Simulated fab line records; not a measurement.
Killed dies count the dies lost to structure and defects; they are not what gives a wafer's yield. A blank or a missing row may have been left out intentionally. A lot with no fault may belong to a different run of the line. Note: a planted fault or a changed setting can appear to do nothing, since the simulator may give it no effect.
Chamber matching | flow n5-finfet | 3 sister chambers for N5_BEOL_M10_ILD_DEP_00 on pecvd-04
The step deposits SiCOH lowk from DEMS/porogen, target thk 308.51 nm, time 58 s. 22 wafers are shown with their chamber, then 11 later ones without.

WAFERS PAIRED WITH THEIR CHAMBERS
wafer  | chamber | throttle-valve-pct (%) | showerhead-plenum-p-Torr (Torr) | heater-power-w (W)
L076.3 | 2       | 12.4                   | 5.734                           | 210
L076.4 | 0       | 13.6                   | 5.729                           | 297
L076.6 | 2       | 12.4                   | 5.743                           | 224
L078.2 | 0       | 13.7                   | 5.738                           | 321
L078.4 | 1       | 14.0                   | 5.752                           | 303
L078.5 | 0       | 13.6                   | 5.729                           | 325
L081.1 | 1       | 14.1                   | 5.781                           | 243
L081.2 | 0       | 13.9                   | 5.739                           | 319
L081.5 | 0       | 13.6                   | 5.737                           | 334
L082.1 | 2       | 12.2                   | 5.737                           | 258
L082.4 | 1       | 14.1                   | 5.765                           | 301
L082.5 | 0       | 13.9                   | 5.727                           | 260
L085.2 | 0       | 14.0                   | 5.721                           | 321
L085.4 | 0       | 13.7                   | 5.737                           | 333
L085.6 | 2       | 12.4                   | 5.743                           | 257
L088.2 | 2       | 12.3                   | 5.746                           | 257
L088.5 | 2       | 12.3                   | 5.742                           | 256
L088.6 | 1       | 13.8                   | 5.765                           | 269
L086.1 | 2       | 12.7                   | 5.731                           | 243
L086.2 | 1       | 13.8                   | 5.761                           | 260
L086.4 | 0       | 14.0                   | 5.732                           | 301
L091.1 | 0       | 13.5                   | 5.736                           | 314

SIGNATURES (averages over the wafers above)
reading                  | chamber 0 | chamber 1 | chamber 2 | scatter within a chamber
throttle-valve-pct       | 13.750    | 13.960    | 12.386    | 0.169
showerhead-plenum-p-Torr | 5.73250   | 5.76480   | 5.73943   | 0.00702
heater-power-w           | 312.50    | 275.20    | 243.57    | 22.2
Rule: a wafer lies at a distance from a chamber equal to the root of the sum of squares, over the readings, of (its reading less the chamber's mean, divided by the reading's scatter). If the next closest chamber is less than 2 further off than the closest, the wafer can't be placed; otherwise it belongs to the closest. The scatter: the root of (the sum of the squares of (reading less its chamber's mean) over the shown wafers, divided by (wafers less chambers)).

WAFERS MISSING THEIR CHAMBER
wafer  | throttle-valve-pct (%) | showerhead-plenum-p-Torr (Torr) | heater-power-w (W)
L091.3 | 13.9                   | 5.790                           | 238
L091.4 | 13.9                   | 5.787                           | 246
L092.2 | 12.5                   | 5.732                           | 235
L092.5 | 13.5                   | 5.731                           | 278
L092.6 | 12.4                   | 5.728                           | 243
L093.1 | 13.9                   | 5.735                           | 338
L093.2 | 13.9                   | 5.769                           | 277
L093.3 | 12.7                   | 5.728                           | 241
L095.2 | 14.0                   | 5.749                           | 326
L095.4 | 13.9                   | 5.725                           | 264
L095.5 | 13.8                   | 5.775                           | 237

THE CHAMBER EACH PASSED THROUGH
wafer  | from the rows above     | in truth
L091.3 | 1                       | 1
L091.4 | 1                       | 1
L092.2 | 2                       | 2
L092.5 | 0                       | 0
L092.6 | 2                       | 2
L093.1 | 0                       | 0
L093.2 | 1                       | 1
L093.3 | 2                       | 2
L095.2 | can't be placed: 0 or 1 | 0
L095.4 | 0                       | 0
L095.5 | 1                       | 1
Correctly placed: 10 of 11. These rows do not allow placing 1 (true chamber among the candidates in 1). Wrongly placed: 0.
